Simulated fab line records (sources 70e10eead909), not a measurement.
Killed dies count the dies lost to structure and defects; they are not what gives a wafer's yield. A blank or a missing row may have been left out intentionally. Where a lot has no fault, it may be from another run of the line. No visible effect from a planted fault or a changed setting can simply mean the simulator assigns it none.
Which of the tools did it? | flow nand harc | 12 lots with 36 wafers sampled at 4 steps, on a route of 1159 steps

== WHAT EACH GAUGE READ, for each wafer ==
No reading from a measuring or inspecting step in the record can be judged against a usual standard deviation.

== TOOL THAT RAN EACH LOT (tool first, then ch and the chambers of the sampled wafers, then the start) ==
lot  | NHARC_A_BLC_DESCUM_15              | NHARC_A_BLC_ETCH_17                | NHARC_A_BLC_CVD_24                       | NHARC_A_BLC_CMP_25
L378 | rie diel-03 ch 0,2,3, day 17 02:41 | rie diel-03 ch 0,1,2, day 17 02:56 | cvd w-01 ch 0, day 17 10:00 or earlier   | cmp-02 ch 0,1, day 17 10:00
L377 | rie diel-08 ch 2,3, day 17 11:56   | rie diel-08 ch 0,1,2, day 17 12:05 | cvd w-01 ch 0,1, day 17 18:56 or earlier | cmp-02 ch 2,3, day 17 18:56
L379 | rie diel-03 ch 0,1,2, day 18 00:53 | rie diel-03 ch 0,2,3, day 18 01:06 | cvd w-01 ch 0,1, day 18 09:13 or earlier | cmp-02 ch 0,1,3, day 18 09:13
L382 | rie diel-08 ch 0,1,3, day 18 14:27 | rie diel-08 ch 0,1,2, day 18 14:44 | cvd w-02 ch 0,1, day 18 17:16 or earlier | cmp-01 ch 0,3, day 18 17:16
L384 | rie diel-03 ch 0,2, day 19 12:32   | rie diel-03 ch 0,2,3, day 19 12:43 | cvd w-01 ch 1, day 19 17:02 or earlier   | cmp-04 ch 2,3, day 19 17:02
L388 | rie diel-03 ch 0,1,2, day 19 16:00 | rie diel-03 ch 1,3, day 19 16:11   | cvd w-01 ch 0,1, day 19 18:36 or earlier | cmp-04 ch 0,2,3, day 19 18:36
L387 | rie diel-03 ch 0,1,2, day 19 17:37 | rie diel-03 ch 0,1,3, day 19 17:50 | cvd w-01 ch 0,1, day 19 20:29 or earlier | cmp-04 ch 0,2,3, day 19 20:29
L390 | rie diel-03 ch 1,2, day 20 05:58   | rie diel-03 ch 0,1,3, day 20 06:11 | cvd w-02 ch 0,1, day 20 08:32 or earlier | cmp-02 ch 0,1,2, day 20 08:32
L393 | rie diel-11 ch 0,1,3, day 20 18:49 | rie diel-11 ch 0,2,3, day 20 19:02 | cvd w-02 ch 0,1, day 20 21:22 or earlier | cmp-02 ch 0,1,2, day 20 21:22
L389 | rie diel-03 ch 0,1,2, day 20 20:26 | rie diel-03 ch 0,1, day 20 20:40   | cvd w-02 ch 1, day 20 23:02 or earlier   | cmp-04 ch 1,2, day 20 23:02
L392 | rie diel-03 ch 0,2, day 20 21:52   | rie diel-03 ch 0,1,2, day 20 22:01 | cvd w-02 ch 0,1, day 21 00:25 or earlier | cmp-04 ch 0,1,2, day 21 00:25
L399 | rie diel-11 ch 1,2,3, day 22 19:47 | rie diel-11 ch 1,2,3, day 22 19:58 | cvd w-02 ch 0,1, day 23 00:47 or earlier | cmp-04 ch 1,2,3, day 23 00:47
- NHARC_A_BLC_DESCUM_15: chemistry O2, time 3 s.
- NHARC_A_BLC_ETCH_17: etches the open film in N2/H2, target depth 390 nm, time 609.38 s.
- NHARC_A_BLC_CVD_24: deposits W, target thk 150 nm, time 434 s.
- NHARC_A_BLC_CMP_25: polishes, t overpolish 30 s, target thk 150 nm.

== AS READ BY THE TOOLS THEMSELVES (means over the sampled wafers that have a number; for cases with no such wafer, the mark the record gives instead) ==
NHARC_A_BLC_DESCUM_15. Usual: drypump motor current A 5.7 A, standard deviation 0.63; oes product au 1.003 a.u., standard deviation 0.012; rf vpp V 57.7 V, standard deviation 0.97; showerhead plenum p Torr 1.91 Torr, standard deviation 0.088; throttle valve pct 11.313 %, standard deviation 0.0092.
lot  | tool        | drypump motor current A (A) | oes product au (a.u.) | rf vpp V (V) | showerhead plenum p Torr (Torr) | throttle valve pct (%) | flag
L378 | rie diel-03 | 5.6                         | 0.994                 | 56.7         | 1.91                            | 11.309                 |
L377 | rie diel-08 | 5.5                         | 0.999                 | 57.8         | 1.84                            | 11.309                 |
L379 | rie diel-03 | 5.7                         | 1.009                 | 58.1         | 1.95                            | 11.317                 |
L382 | rie diel-08 | 5.5                         | 0.997                 | 58.6         | 1.90                            | 11.309                 |
L384 | rie diel-03 | 6.1                         | 1.001                 | 58.2         | 1.89                            | 11.320                 |
L388 | rie diel-03 | 5.6                         | 1.008                 | 57.0         | 1.95                            | 11.308                 |
L387 | rie diel-03 | 5.6                         | 1.008                 | 58.3         | 1.95                            | 11.317                 |
L390 | rie diel-03 | 5.8                         | 1.004                 | 58.4         | 1.99                            | 11.306                 |
L393 | rie diel-11 | 5.7                         | 0.996                 | 57.8         | 1.85                            | 11.315                 |
L389 | rie diel-03 | 5.6                         | 1.005                 | 58.5         | 1.95                            | 11.314                 |
L392 | rie diel-03 | 6.2                         | 1.002                 | 57.2         | 1.89                            | 11.325                 |
L399 | rie diel-11 | 5.9                         | 1.005                 | 57.4         | 1.85                            | 11.319                 |

NHARC_A_BLC_ETCH_17. Usual: drypump motor current A 5.7 A, standard deviation 0.63; oes product au 1.003 a.u., standard deviation 0.013; rf vpp V 430.4 V, standard deviation 2.7; run length s 630.7 s, standard deviation 0.49; showerhead plenum p Torr 2.04 Torr, standard deviation 0.092; throttle valve pct 14.171 %, standard deviation 0.0099.
lot  | tool        | drypump motor current A (A) | oes product au (a.u.) | rf vpp V (V) | run length s (s) | showerhead plenum p Torr (Torr) | throttle valve pct (%) | flag
L378 | rie diel-03 | 5.7                         | 1.000                 | 431.3        | 631.3            | 2.08                            | 14.172                 |
L377 | rie diel-08 | 5.8                         | 1.002                 | 430.2        | 630.0            | 1.99                            | 14.169                 |
L379 | rie diel-03 | 5.7                         | 0.994                 | 429.8        | 630.7            | 2.03                            | 14.160                 |
L382 | rie diel-08 | 5.7                         | 1.009                 | 429.6        | 630.0            | 1.99                            | 14.169                 |
L384 | rie diel-03 | 5.7                         | 1.004                 | 430.7        | 630.8            | 2.03                            | 14.176                 |
L388 | rie diel-03 | 5.3                         | 1.006                 | 433.9        | 630.8            | 2.10                            | 14.164                 |
L387 | rie diel-03 | 5.2                         | 1.006                 | 432.2        | 631.2            | 2.10                            | 14.167                 |
L390 | rie diel-03 | 5.2                         | 1.007                 | 431.5        | 630.9            | 2.10                            | 14.161                 |
L393 | rie diel-11 | 6.1                         | 1.001                 | 429.5        | 630.4            | 2.02                            | 14.173                 |
L389 | rie diel-03 | 5.2                         | 1.002                 | 433.8        | 589.8            | 2.15                            | 14.166                 | OFF
L392 | rie diel-03 | 5.7                         | 1.001                 | 431.5        | 589.5            | 2.08                            | 14.180                 | OFF
L399 | rie diel-11 | 5.9                         | 0.998                 | 427.2        | 630.8            | 1.97                            | 14.167                 |

NHARC_A_BLC_CVD_24. Usual: heater power w 506 W, standard deviation 44; susceptor temp C 300.02 C, standard deviation 0.22; throttle valve pct 8.28 %, standard deviation 0.3.
lot  | tool     | heater power w (W) | susceptor temp C (C) | throttle valve pct (%) | flag
L378 | cvd w-01 | 459                | 299.97               | 8.26                   |
L377 | cvd w-01 | 525                | 300.01               | 8.04                   |
L379 | cvd w-01 | 496                | 300.03               | 8.21                   |
L382 | cvd w-02 | 509                | 300.01               | 8.18                   |
L384 | cvd w-01 | 560                | 299.76               | 7.95                   |
L388 | cvd w-01 | 491                | 300.05               | 8.18                   |
L387 | cvd w-01 | 491                | 299.86               | 8.35                   |
L390 | cvd w-02 | 516                | 299.78               | 8.41                   |
L393 | cvd w-02 | 524                | 299.89               | 8.47                   |
L389 | cvd w-02 | 538                | 299.99               | 8.13                   |
L392 | cvd w-02 | 493                | 300.17               | 8.59                   |
L399 | cvd w-02 | 497                | 300.08               | 8.59                   |

NHARC_A_BLC_CMP_25. Usual: motor current A 11.2 A, standard deviation 1.1; overpolish run s 29.999 s, standard deviation 0.0091; time to endpoint s 30 s, standard deviation 3.6.
lot  | tool   | motor current A (A) | overpolish run s (s) | time to endpoint s (s) | flag
L378 | cmp-02 | 11.1                | 30.002               | 26                     |
L377 | cmp-02 | 10.8                | 29.993               | 33                     |
L379 | cmp-02 | 10.9                | 29.997               | 27                     |
L382 | cmp-01 | 12.2                | 30.002               | 37                     |
L384 | cmp-04 | 10.4                | 29.996               | 29                     |
L388 | cmp-04 | 11.0                | 29.994               | 30                     |
L387 | cmp-04 | 11.1                | 29.996               | 28                     |
L390 | cmp-02 | 10.4                | 30.004               | 29                     |
L393 | cmp-02 | 10.8                | 29.995               | 29                     |
L389 | cmp-04 | 10.4                | 30.011               | 34                     |
L392 | cmp-04 | 10.9                | 30.003               | 29                     |
L399 | cmp-04 | 10.9                | 30.003               | 33                     |

== THE ANSWER, worked out from the rows above alone ==
Rule: lot off if the mean of its wafers having a number is beyond 3 standard deviations from the usual mean. Also off: a lot with no number at a reading for which 4 or more lots have one. All remaining lots with rows at the step are treated as sound. The gauges are gone through in route order, then the tools' own readings, and for those a lot's mean is taken as printed above. The first step at which some lot is off is used, and at that step the reading that is off furthest; a lot without a number counts as furthest.
Off at NHARC_A_BLC_ETCH_17 (run length s): L389, L392.
A tool fits if, at that step or a process step before it, it ran every lot that is off, and no sound lot after the first of them. One fits: NHARC_A_BLC_DESCUM_15 and NHARC_A_BLC_ETCH_17 on rie diel-03. At NHARC_A_BLC_DESCUM_15 its last sound lot is L390 (day 20 05:58), its first lot that is off L389 (day 20 20:26): a fault that began between those two fits.

== WHAT THE SIMULATOR PUT IN ==
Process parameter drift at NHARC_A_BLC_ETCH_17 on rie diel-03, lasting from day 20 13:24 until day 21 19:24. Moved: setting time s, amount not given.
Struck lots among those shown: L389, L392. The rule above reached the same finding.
